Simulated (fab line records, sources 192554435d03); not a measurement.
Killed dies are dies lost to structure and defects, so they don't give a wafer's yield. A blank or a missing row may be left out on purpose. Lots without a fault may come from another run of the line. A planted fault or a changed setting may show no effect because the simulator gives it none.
Split-lot experiment | flow n5_finfet | 7 lots, 39 wafers read, on a route of 1938 steps

THE SPLIT
At N5_BEOL_M9_HM_DEP_02 (deposits TiN, target thk 20 nm), the setting target_thk_a was moved away from the recipe's 200 angstrom on 15 of the 39 wafers read, by -52.3% to +49.6%. The other wafers ran this setting at the recipe's value.

FROM THE SPLIT TO THE READING: what the file shows between them, 4 steps
- N5_BEOL_M9_COAT_59: time 60 s, resist thk 100 nm
- N5_BEOL_M9_COAT_60: time 60 s, resist thk 30 nm
- N5_BEOL_M9_STRIP_68: strips in N2/H2
- N5_BEOL_M9_STRIP_67: strips in CF4

THE READING
etch.depth_nm (the simulator's own value, which no gauge read), in nm, at N5_BEOL_M9_HM_OPEN_17 (chemistry Cl2/BCl3, target TiN, target depth 20 nm, overetch 6 nm). The file gives no usual value for it. The 24 wafers here that ran the recipe average 20.065 nm, standard deviation 0.23 nm.

wafer  | tool, chamber at the split | target_thk_a as run, angstrom | against the recipe | etch.depth_nm, nm | against lot-mates on the recipe
L078.1 | pvd_sputter-03, -          | 200                           | recipe             | 19.86             | -
L078.2 | pvd_sputter-03, -          | 286.4                         | +43.2%             | 25.73             | +5.853
L078.3 | pvd_sputter-03, -          | 200                           | recipe             | 20.1              | -
L078.4 | pvd_sputter-03, -          | 286.4                         | +43.2%             | 26.52             | +6.643
L078.5 | pvd_sputter-03, -          | 200                           | recipe             | 19.67             | -
L078.6 | pvd_sputter-03, -          | 286.4                         | +43.2%             | 25.75             | +5.873
L080.2 | pvd_sputter-02, -          | 200                           | recipe             | 19.95             | -
L080.4 | pvd_sputter-02, -          | 200                           | recipe             | 20.06             | -
L080.6 | pvd_sputter-02, -          | 200                           | recipe             | 20.17             | -
L081.1 | pvd_sputter-02, -          | 127.5                         | -36.3%             | 12.56             | -7.477
L081.2 | pvd_sputter-02, -          | 200                           | recipe             | 20.03             | -
L081.3 | pvd_sputter-02, -          | 200                           | recipe             | 20.14             | -
L081.4 | pvd_sputter-02, -          | 200                           | recipe             | 19.94             | -
L081.5 | pvd_sputter-02, -          | 127.5                         | -36.3%             | 12.83             | -7.207
L081.6 | pvd_sputter-02, -          | 127.5                         | -36.3%             | 12.69             | -7.347
L084.1 | pvd_sputter-01, -          | 299.1                         | +49.6%             | 25.87             | +5.817
L084.2 | pvd_sputter-01, -          | 299.1                         | +49.6%             | 26.9              | +6.847
L084.3 | pvd_sputter-01, -          | 200                           | recipe             | 19.92             | -
L084.4 | pvd_sputter-01, -          | 200                           | recipe             | 20.22             | -
L084.5 | pvd_sputter-01, -          | 299.1                         | +49.6%             | 26.56             | +6.507
L084.6 | pvd_sputter-01, -          | 200                           | recipe             | 20.02             | -
L085.1 | pvd_sputter-01, -          | 200                           | recipe             | 20.18             | -
L085.2 | pvd_sputter-01, -          | 200                           | recipe             | 20.24             | -
L085.3 | pvd_sputter-01, -          | 95.43                         | -52.3%             | 9.942             | -10.358
L085.4 | pvd_sputter-01, -          | 95.43                         | -52.3%             | 9.571             | -10.729
L085.5 | pvd_sputter-01, -          | 200                           | recipe             | 20.48             | -
L085.6 | pvd_sputter-01, -          | 95.43                         | -52.3%             | 9.811             | -10.489
L088.1 | pvd_sputter-03, -          | 200                           | recipe             | 20.17             | -
L088.4 | pvd_sputter-03, -          | 200                           | recipe             | 20.17             | -
L088.2 | pvd_sputter-03, -          | 200                           | recipe             | 20.45             | -
L088.3 | pvd_sputter-03, -          | 200                           | recipe             | 20.25             | -
L088.5 | pvd_sputter-03, -          | 200                           | recipe             | 20.43             | -
L088.6 | pvd_sputter-03, -          | 200                           | recipe             | 19.99             | -
L091.1 | pvd_sputter-03, -          | 264.9                         | +32.4%             | 25.93             | +6.223
L091.2 | pvd_sputter-03, -          | 200                           | recipe             | 19.77             | -
L091.3 | pvd_sputter-03, -          | 200                           | recipe             | 19.63             | -
L091.4 | pvd_sputter-03, -          | 200                           | recipe             | 19.72             | -
L091.5 | pvd_sputter-03, -          | 264.9                         | +32.4%             | 25.98             | +6.273
L091.6 | pvd_sputter-03, -          | 264.9                         | +32.4%             | 26.14             | +6.433

THE FIT
A straight line over all 39 wafers: etch.depth_nm changes by +0.168 nm for each +1% of target_thk_a; r = +0.99; the points scatter about the line by 0.81 nm.
The same after taking each lot's own level away (the mean of its wafers on the recipe; 39 wafers): +0.172 nm for each +1%; r = +0.98; scatter 0.84 nm.
On that fit, the largest move of target_thk_a shifts the reading by 9 nm.
The lots' own levels span 19.7067 to 20.3000 nm, that is 2.6 times the standard deviation above.
So the lot-to-lot level changes the slope little: the two slopes agree.
Check: with one of the wafers moved furthest among these (-52.3%) left out of the fit, the line predicts -9.24 nm for it against its lot-mates. It came out at -10.4 nm against them.

OTHER SPLITS ON THESE WAFERS
These wafers also went through other splits before the reading. Each is held against what the fit with the lots' levels taken away leaves over:
other split on the same wafers                 | wafers away from the commonest value | r with etch.depth_nm (lot level and that fit taken away)
N5_FIN_SAQP_HM_DEP_03 target_thk_a             | 9                                    | -0.66
N5_HKMG_FIN_ALD_91 ald_cycles                  | 18                                   | -0.06
N5_BEOL_M0_SAQP_MANDREL_ETCH_20 target_depth_a | 6                                    | +0.08
N5_BEOL_M3_ALD_98 ald_cycles                   | 15                                   | +0.00

THE WHOLE CHAIN: every reading that the file lists as answering this split, in the file's order
step                  | what it does                                                      | reading                                                                          | change (the file's fit)              | r (the file's)
N5_BEOL_M9_HM_DEP_02  | deposits TiN, target thk 20 nm                                    | TiN_of_BEOL_M9_HM_DEP_02.thk_nm (the simulator's own value, which no gauge read) | +0.2 nm for each +1% of the setting  | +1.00
N5_BEOL_M9_HM_OPEN_17 | chemistry Cl2/BCl3, target TiN, target depth 20 nm, overetch 6 nm | etch.depth_nm (the simulator's own value, which no gauge read)                   | +0.17 nm for each +1% of the setting | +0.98

THE FILE'S OWN FIT
etch.depth_nm changes by +0.17 nm for each +1% of target_thk_a, r = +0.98.
